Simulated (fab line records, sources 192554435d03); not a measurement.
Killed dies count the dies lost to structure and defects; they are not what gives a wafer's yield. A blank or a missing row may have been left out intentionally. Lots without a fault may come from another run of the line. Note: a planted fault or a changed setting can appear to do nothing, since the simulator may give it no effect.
Comparing a struck lot with a sound one / flow n5-finfet / 23 out of 1938 route steps
Sound: wafers L242.1, L242.3, L242.5. Wafers L245.2, L245.5, L245.6 were the ones struck. Last of all comes the cause.
Per side, at each step with rows, come the tool, then ch with its chambers, and then its first start. Under that, the readings that differ: sound wafers / struck wafers / difference of the means / sigmas: that difference in standard deviations of wafers without a fault.
alike: readings with means less than 2 such deviations apart, plus words and numbers identical on both sides. not compared: withheld readings, readings lacking a value on some wafer, bounds such as >300 that could conceal the same value, and numbers that have no deviation in the record and whose values overlap.
Wherever a step has rows on one side only, a row that says differs or no value, or a row with sigmas, the two part there. Numbers that have no deviation but don't overlap get no sigmas and don't part them. A reading missing from all wafers of one side parts the sides only when that side holds two or more wafers.

first, 11 steps without rows for these wafers: N5_BEOL_M0_SAQP_STRIP_113 (strips in CHF3/O2); N5_BEOL_M0_SAQP_MANDREL_ETCH_20 (etches a-Si in HBr/Cl2, stops on SiNx, target depth 60 nm, bt time 10 s, time 30 s); N5_BEOL_M0_SAQP_STRIP_86 (strips in N2/H2); N5_BEOL_M0_SAQP_STRIP_115 (strips in post etch residue remover, time 60 s); N5_BEOL_M0_SAQP_SRD_93 (time 30 s); N5_BEOL_M0_SAQP_RECESS_114 (chemistry HF/NH3, target SiO2, target depth 14.4 nm, afs cycles 3, sublimation time 60 s); N5_BEOL_M0_SAQP_SPACER1_ALD_98 (deposits SiO2, target thk 12.8 nm, pulse time 1 s, purge time 2 s); N5_BEOL_M0_SAQP_SPACER1_ETCHBACK_99 (etches SiO2 in CHF3/O2, target depth 15.4 nm, time 7.7 s); N5_BEOL_M0_SAQP_MANDREL1_REMOVE_100 (chemistry HBr/Cl2/O2, target a-Si, stops on SiNx, bt time 10 s); N5_BEOL_M0_SAQP_ETCH_101 (etches SiNx in CH3F/O2, target depth 29.9 nm, time 42.7 s); N5_BEOL_M0_SAQP_ETCH_102 (etches SiO2 in CF4, target depth 4 nm, time 4.4 s).
N5_BEOL_M0_SAQP_MANDREL_ETCH_103: etches a-Si in HBr/Cl2, stops on SiCN, target depth 45 nm, bt time 10 s, time 27 s.
  sound on rie-si-01 ch 0,1, day 8 19:49; struck on rie-si-01 ch 1,2, day 9 08:35
  no value came back on the struck wafers for any of 7 readings (HBr_flow_sccm (sccm), bias-w (W) and others); on the sound wafers HBr_flow_sccm (sccm) reads 150.1 150.1 150.9
reading=model.SiCN_of_BEOL_M0_SAQP_PECVD_03.thk-nm (nm); sound=8.4 8.8 9; struck=11.6 12 11.8; difference=+3.1; sigmas=
  not compared: rf-hours-counter-h
then, 2 steps without rows for these wafers: N5_BEOL_M0_SAQP_RECESS_104 (chemistry HF/NH3, target SiO2, target depth 18 nm, afs cycles 3, sublimation time 60 s); N5_BEOL_M0_SAQP_COAT_105 (time 60 s, resist thk 100 nm).
N5_BEOL_M0_SAQP_ETCH_106: etches SOC in N2/H2, stops on SiNx, target depth 150 nm.
  sound on rie-diel-06 ch 0,1,3, day 8 20:21; struck on rie-diel-03 ch 1,2, day 9 09:08
reading=oes-product-au (a.u.); sound=0.85 0.76 0.74; struck=0.26 0.26 0.26; difference=-0.52; sigmas=-7
  alike: bias-w, chamber-pressure-mTorr, drypump-motor-current-A, rf-fwd-power-W, rf-vpp-V, showerhead-plenum-p-Torr, throttle-valve-pct
  not compared: rf-hours-counter-h
then, 2 steps without rows for these wafers: N5_BEOL_M0_SAQP_ETCH_107 (etches SiNx in CH3F/O2, target depth 30 nm); N5_BEOL_M0_SAQP_STRIP_108 (strips in N2/H2).
N5_BEOL_M0_SAQP_RECESS_109: chemistry HF/NH3, target SiO2, target depth 3 nm, afs cycles 1, sublimation time 60 s.
  sound on vapor-etch-01 ch 0, day 8 20:31; struck on vapor-etch-02 ch 0,1, day 9 09:18
reading=model.SiCN_of_BEOL_M0_SAQP_PECVD_03.thk-nm (nm); sound=8 8.4 8.6; struck=11.4 11.8 11.4; difference=+3.2; sigmas=
  alike: drypump-motor-current-A
then, 1 step without rows for these wafers: N5_BEOL_M0_SAQP_SPACER2_ALD_26 (deposits SiO2, target thk 15 nm, pulse time 1 s, purge time 2 s).
N5_BEOL_M0_SAQP_SPACER2_ETCHBACK_27: etches SiO2 in CHF3/O2, target depth 22.5 nm, time 11.25 s.
  sound on rie-diel-06 ch 0,2, day 8 21:19; struck on rie-diel-01 ch 2,3, day 9 10:56
reading=oes-product-au (a.u.); sound=0.75 0.70 0.69; struck=0.28 0.29 0.28; difference=-0.43; sigmas=-6
  alike: O2_flow_sccm, chamber-pressure-mTorr, drypump-motor-current-A, oes_f_703_au, rf-fwd-power-W, rf-vpp-V, showerhead-plenum-p-Torr, throttle-valve-pct
  not compared: rf-hours-counter-h
then, 1 step without rows for these wafers: N5_BEOL_M0_SAQP_MANDREL2_REMOVE_110 (chemistry HBr/Cl2/O2, target a-Si, stops on SiCN, bt time 10 s).
N5_BEOL_M4_RC_MEAS_101:
  the record has rows for the sound wafers here (prober-01 ch 0, day 10 19:53) and none for the struck ones
-- a jump in the record: the struck wafers' starts before and after are 7 days apart (it breaks off in module BEOL_M4 and resumes in module PASSIVATION, where the first step shown is number 1936 of the route) --
N5_PASSIVATION_PROBE_49:
  sound: prober-02 at day 14 23:40; struck: prober-02 at day 16 04:32
reading=defect-limited-yield (%); sound=92.9 92.2 90.9; struck=0 0 0; difference=-92; sigmas=-58
reading=killed_at_M0_to_M3; sound=31 41 41; struck=1096 1123 1121; difference=+1076; sigmas=+98
reading=killed-dies; sound=84 92 107; struck=1180 1180 1180; difference=+1086; sigmas=+57
reading=killed-on-rim; sound=6 12 24; struck=152 152 152; difference=+138; sigmas=+33
reading=sort_bin_5_function (%); sound=4.2 4.1 5.4; struck=95.4 97.5 95.5; difference=+91.6; sigmas=+83
reading=sort-n-pass; sound=1096 1088 1073; struck=0 0 0; difference=-1086; sigmas=-57
reading=sort-yield-pct (%); sound=92.9 92.2 90.9; struck=0 0 0; difference=-92; sigmas=-58
  alike: killed_at_M4_up, killed-at-contacts, killed-at-front-end, killed-at-other, killed-open, killed-short, sort_bin_6_memory, sort_bin_8_speed

WHERE THEY PART
Last at N5_PASSIVATION_PROBE_49 as far as this record goes, first at N5_BEOL_M0_SAQP_MANDREL_ETCH_103.

WHY: whatever the simulator had introduced
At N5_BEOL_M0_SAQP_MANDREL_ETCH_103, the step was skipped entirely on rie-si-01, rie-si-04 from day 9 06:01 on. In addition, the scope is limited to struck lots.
